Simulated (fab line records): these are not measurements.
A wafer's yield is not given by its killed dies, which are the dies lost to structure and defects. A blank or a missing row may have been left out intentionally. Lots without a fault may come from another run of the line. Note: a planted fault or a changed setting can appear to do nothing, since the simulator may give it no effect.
Matching of chambers || flow n5-finfet || 4 sister chambers for N5_BEOL_M14_ETCH_67 on rie-diel-04
The step etches SiARC in CF4, target depth 143 nm, time 238.3 s. 4 wafers are shown with their chamber, then 10 later ones without.

WAFERS PAIRED WITH THEIR CHAMBERS
{"wafer": "L079.5", "chamber": 3, "throttle-valve-pct (%)": 15.11}
{"wafer": "L085.3", "chamber": 2, "throttle-valve-pct (%)": 15.67}
{"wafer": "L088.1", "chamber": 0, "throttle-valve-pct (%)": 15.66}
{"wafer": "L088.4", "chamber": 1, "throttle-valve-pct (%)": 15.37}

WAFERS MISSING THEIR CHAMBER
{"wafer": "L088.5", "throttle-valve-pct (%)": 15.69}
{"wafer": "L089.1", "throttle-valve-pct (%)": 15.67}
{"wafer": "L089.4", "throttle-valve-pct (%)": 15.14}
{"wafer": "L089.6", "throttle-valve-pct (%)": 15.15}
{"wafer": "L094.2", "throttle-valve-pct (%)": 15.69}
{"wafer": "L094.3", "throttle-valve-pct (%)": 15.40}
{"wafer": "L094.6", "throttle-valve-pct (%)": 15.68}
{"wafer": "L095.2", "throttle-valve-pct (%)": 15.17}
{"wafer": "L095.5", "throttle-valve-pct (%)": 15.15}
{"wafer": "L095.6", "throttle-valve-pct (%)": 15.71}

EACH ONE'S CHAMBER
{"wafer": "L088.5", "from the rows above": "can't be placed: 2 or 0", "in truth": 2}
{"wafer": "L089.1", "from the rows above": "can't be placed: 2 or 0", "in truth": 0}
{"wafer": "L089.4", "from the rows above": 3, "in truth": 3}
{"wafer": "L089.6", "from the rows above": 3, "in truth": 3}
{"wafer": "L094.2", "from the rows above": "can't be placed: 2 or 0", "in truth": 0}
{"wafer": "L094.3", "from the rows above": 1, "in truth": 1}
{"wafer": "L094.6", "from the rows above": "can't be placed: 2 or 0", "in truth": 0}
{"wafer": "L095.2", "from the rows above": 3, "in truth": 3}
{"wafer": "L095.5", "from the rows above": 3, "in truth": 3}
{"wafer": "L095.6", "from the rows above": "can't be placed: 2 or 0", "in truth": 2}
Correctly placed: 5 of 10. Can't be placed from these rows: 5 (the true chamber is among the candidates in 5). 0 placed wrongly.
How it was worked out, from the rows above alone: a wafer's distance from a chamber is the root of the sum, over the readings, of the square of ((its reading less the chamber's mean) divided by the reading's scatter). The wafer belongs to the nearest chamber; if the next one is less than 2 further off, it can't be placed. For every chamber, the mean is computed from those of its wafers that are shown. The scatter: root of mean squared gap, hidden wafer to nearest shown wafer, with one shown wafer a chamber.
